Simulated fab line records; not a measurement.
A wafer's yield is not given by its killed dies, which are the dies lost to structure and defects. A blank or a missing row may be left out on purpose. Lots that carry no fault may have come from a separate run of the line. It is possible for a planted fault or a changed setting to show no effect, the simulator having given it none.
A lot that was struck, set against a sound lot / flow n5-finfet / 20 steps out of a route of 1938
Sound: the wafers L871.2, L871.4, L871.6. Struck: wafers L883.2, L883.6 (left out: L883.1, a lot-mate that was not struck); the cause follows at the end.
Order at every step that has rows: each side's tool, ch and its chambers, its first start. Under that, the readings that differ: sound wafers / struck wafers / difference of the means / sigmas: that difference in standard deviations of wafers without a fault.
alike: readings with means less than 2 such deviations apart, plus words and numbers identical on both sides. not compared: withheld readings, readings lacking a value on some wafer, bounds such as >300 that could conceal the same value, and numbers that have no deviation in the record and whose values overlap.
Wherever a step has rows on one side only, a row that says differs or no value, or a row with sigmas, the two part there. Non-overlapping numbers with no deviation appear without sigmas and do not part them. A reading missing from all wafers of one side parts the sides only when that side holds two or more wafers.

first, 8 steps without rows for these wafers: N5_BEOL_M15_COAT_60 (time 60 s, resist thk 89 nm); N5_BEOL_M15_COAT_22 (resist thk 800 nm); N5_BEOL_M15_EBR_24; N5_BEOL_M15_SOFTBAKE_23 (time 60 s); N5_BEOL_M15_EXPOSE_25 (exposes mask M15, target cd 400 nm); N5_BEOL_M15_PEB_26 (peb time 90 s); N5_BEOL_M15_DEVELOP_27 (develop time 45 s); N5_BEOL_M15_HARDBAKE_32 (time 120 s).
N5_BEOL_M15_CD_MEAS_28 targets a cd of 407.6 nm.
  sound on cd-sem-03 ch 0, day 14 06:36; struck on cd-sem-03 ch 0, day 18 02:48
reading=cd-nm (nm); sound=410.2 408.4 409.6; struck=413.1 412.6; difference=+3.5; sigmas=+2
N5_BEOL_M15_OVL_MEAS_29:
  sound on overlay-02 ch 0, day 14 06:38; struck on overlay-02 ch 0, day 18 02:50
  alike: M15_OVL
N5_BEOL_M15_INSPECT_30: inspects for defects (macro).
  sound on defect-inspect-01 at day 14 06:39; struck on defect-inspect-02 at day 18 02:52
  alike: raw-defect-count
N5_BEOL_M15_DESCUM_33: chemistry O2, time 7.9 s.
  sound on rie-diel-06 ch 0,1, day 14 06:41; struck on rie-diel-06 ch 2,3, day 18 03:23
  alike: bias-power-w, drypump-motor-current-A, oes-product-au, rf-vpp-V, showerhead-plenum-p-Torr, throttle-valve-pct
  not compared: rf-hours-counter-h
N5_BEOL_M15_ETCH_61: etches BARC in N2/H2, target depth 89 nm, overetch 26.7 nm, time 67.9 s.
  sound on rie-diel-06 ch 0,1, day 14 06:44; struck on rie-diel-06 ch 2,3, day 18 03:25
reading=model.coat_of_BEOL_M15_COAT_22.thk-nm (nm); sound=717.2 715.2 721.2; struck=703 699.6; difference=-17; sigmas=
reading=model.BEOL_M15.cd-nm (nm); sound=403.2 401.2 403.2; struck=409.2 407.8; difference=+6.0; sigmas=
  alike: drypump-motor-current-A, oes-product-au, rf-vpp-V, showerhead-plenum-p-Torr, throttle-valve-pct
  not compared: rf-hours-counter-h
N5_BEOL_M15_TRENCH_ETCH_34: etches SiO2 in C4F8/O2/Ar, target depth 872.93 nm, time 199 s.
  sound on rie-diel-06 ch 0,1, day 14 06:49; struck on rie-diel-06 ch 2,3, day 18 03:28
reading=model.coat_of_BEOL_M15_COAT_22.thk-nm (nm); sound=547 540.6 551.8; struck=530 526.8; difference=-18; sigmas=
  alike: drypump-motor-current-A, oes-product-au, rf-vpp-V, showerhead-plenum-p-Torr, throttle-valve-pct
  not compared: rf-hours-counter-h
N5_BEOL_M15_STRIP_36: strips in O2.
  sound on rie-diel-05 ch 1,2, day 14 08:38; struck on rie-diel-05 ch 1,2, day 18 03:52
  alike: drypump-motor-current-A, oes-product-au, rf-vpp-V, showerhead-plenum-p-Torr, throttle-valve-pct
  not compared: rf-hours-counter-h
N5_BEOL_M15_STRIP_62: strips in O2.
  sound on rie-diel-05 ch 1,2; struck on rie-diel-05 ch 1,2
  alike: drypump-motor-current-A, oes-product-au, rf-vpp-V, showerhead-plenum-p-Torr, throttle-valve-pct
  not compared: rf-hours-counter-h
N5_BEOL_M15_STRIP_37: strips in O2.
  sound on rie-diel-05 ch 1,2; struck on rie-diel-05 ch 1,2
  alike: drypump-motor-current-A, oes-product-au, rf-vpp-V, showerhead-plenum-p-Torr, throttle-valve-pct
  not compared: rf-hours-counter-h
N5_BEOL_M15_ETCH_38: etches SiCN in CF4/N2, target depth 106.4 nm, time 120.5 s.
  sound on rie-diel-05 ch 1,2; struck on rie-diel-05 ch 1,2
reading=model.BEOL_M15.cd-nm (nm); sound=403.4 401.4 403.4; struck=409.2 408.2; difference=+6.0; sigmas=
  alike: drypump-motor-current-A, oes-product-au, rf-vpp-V, showerhead-plenum-p-Torr, throttle-valve-pct
  not compared: rf-hours-counter-h
then, 1 step without rows for these wafers: N5_BEOL_M15_PRECLEAN_39 (cleans in residue remover, time 60 s).
N5_PASSIVATION_PROBE_49:
  sound on prober-02 at day 15 01:40; struck on prober-01 at day 19 00:00
  alike: defect-limited-yield, killed_at_M0_to_M3, killed_at_M4_up, killed-at-contacts, killed-at-front-end, killed-at-other, killed-dies, killed-open, killed-short, sort_bin_5_function, sort_bin_6_memory, sort_bin_8_speed, sort-n-pass, sort-yield-pct

## WHERE THEY PART
Only at N5_BEOL_M15_CD_MEAS_28, as far as this record shows. Later steps at which nothing parts them and some readings are alike: N5_BEOL_M15_OVL_MEAS_29, N5_BEOL_M15_INSPECT_30, N5_BEOL_M15_DESCUM_33, N5_BEOL_M15_ETCH_61, N5_BEOL_M15_TRENCH_ETCH_34, N5_BEOL_M15_STRIP_36, N5_BEOL_M15_STRIP_62, N5_BEOL_M15_STRIP_37, N5_BEOL_M15_ETCH_38, N5_PASSIVATION_PROBE_49.

WHY: what had been put in by the simulator
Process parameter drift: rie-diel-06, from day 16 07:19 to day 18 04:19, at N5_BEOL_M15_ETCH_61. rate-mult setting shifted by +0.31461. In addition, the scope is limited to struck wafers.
